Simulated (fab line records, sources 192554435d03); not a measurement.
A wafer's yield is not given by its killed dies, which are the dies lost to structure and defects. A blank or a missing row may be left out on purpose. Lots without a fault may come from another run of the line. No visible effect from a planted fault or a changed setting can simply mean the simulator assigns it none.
Matching of chambers | flow n5-finfet | 4 sister chambers for N5_BEOL_M15_CMP_49 on cmp-03
The step polishes, stops on SiO2, t overpolish 4.9 s, target thk 850 nm. 4 wafers are shown with their chamber, then 7 later ones without.

== EACH WAFER AND ITS CHAMBER ==
wafer  | chamber | motor-current-A (A)
L077.6 | 3       | 7.6
L080.1 | 0       | 7.7
L081.2 | 1       | 7.4
L081.3 | 2       | 9.6

== WAFERS MISSING THEIR CHAMBER ==
wafer  | motor-current-A (A)
L081.5 | 7.8
L083.4 | 7.6
L083.5 | 7.5
L083.6 | 9.8
L097.2 | 7.4
L097.4 | 7.7
L097.5 | 7.3

== CHAMBER TAKEN BY EACH ==
wafer  | from the rows above          | in truth
L081.5 | can't be placed: 0 or 3      | 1
L083.4 | can't be placed: 3 or 0 or 1 | 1
L083.5 | can't be placed: 1 or 3 or 0 | 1
L083.6 | 2                            | 2
L097.2 | can't be placed: 1 or 3      | 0
L097.4 | can't be placed: 0 or 3      | 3
L097.5 | can't be placed: 1 or 3      | 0
Correctly placed: 1 of 7. From these rows, 6 cannot be placed; in 3 the true chamber is one of the candidates. 0 placed wrongly.
How it was worked out, from the rows above alone: a wafer's distance from a chamber is the root of the sum, over the readings, of the square of ((its reading less the chamber's mean) divided by the reading's scatter). The wafer belongs to the nearest chamber; if the next one is less than 2 further off, it can't be placed. A chamber's mean is the mean of its shown wafers. The scatter: with one shown wafer a chamber, the root of the mean of the squares of how far each hidden wafer lies from its nearest shown one.
